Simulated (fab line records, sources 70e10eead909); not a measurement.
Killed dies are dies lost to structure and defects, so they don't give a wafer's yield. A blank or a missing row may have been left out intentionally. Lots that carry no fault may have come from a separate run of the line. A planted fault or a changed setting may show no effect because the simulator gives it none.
Chamber matching :: flow nand harc :: NHARC_A_WL_FILL_ALD_10 on ald hk-01 has 4 sister chambers
The step deposits SiO2, target thk 50 nm, pulse time 10 s, ald cycles 500. 4 wafers are shown with their chamber, then 8 later ones without.

WAFERS PAIRED WITH THEIR CHAMBERS
wafer: L089.4
chamber: 0
heater power w (W): 468

wafer: L089.6
chamber: 1
heater power w (W): 380

wafer: L089.5
chamber: 2
heater power w (W): 505

wafer: L093.2
chamber: 3
heater power w (W): 425

WAFERS WITHOUT THEIR CHAMBER
wafer: L093.5
heater power w (W): 384

wafer: L093.6
heater power w (W): 486

wafer: L094.1
heater power w (W): 455

wafer: L094.2
heater power w (W): 434

wafer: L094.4
heater power w (W): 494

wafer: L097.4
heater power w (W): 458

wafer: L097.5
heater power w (W): 466

wafer: L097.6
heater power w (W): 426

EACH ONE'S CHAMBER
wafer: L093.5
from the rows above: 1
in truth: 1

wafer: L093.6
from the rows above: can't be placed: 0 or 2
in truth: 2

wafer: L094.1
from the rows above: can't be placed: 0 or 3
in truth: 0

wafer: L094.2
from the rows above: 3
in truth: 3

wafer: L094.4
from the rows above: can't be placed: 2 or 0
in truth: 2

wafer: L097.4
from the rows above: 0
in truth: 0

wafer: L097.5
from the rows above: 0
in truth: 0

wafer: L097.6
from the rows above: 3
in truth: 3
Placed correctly: 5 of 8. Can't be placed from these rows: 3 (the true chamber is among the candidates in 3). 0 placed wrongly.
How it was worked out, from the rows above alone: a wafer's distance from a chamber is the root of the sum, over the readings, of the square of ((its reading less the chamber's mean) divided by the reading's scatter). If the next closest chamber is less than 2 further off than the closest, the wafer can't be placed; otherwise it belongs to the closest. The mean given for a chamber averages the wafers shown for that chamber. The scatter: root of mean squared gap, hidden wafer to nearest shown wafer, with one shown wafer a chamber.
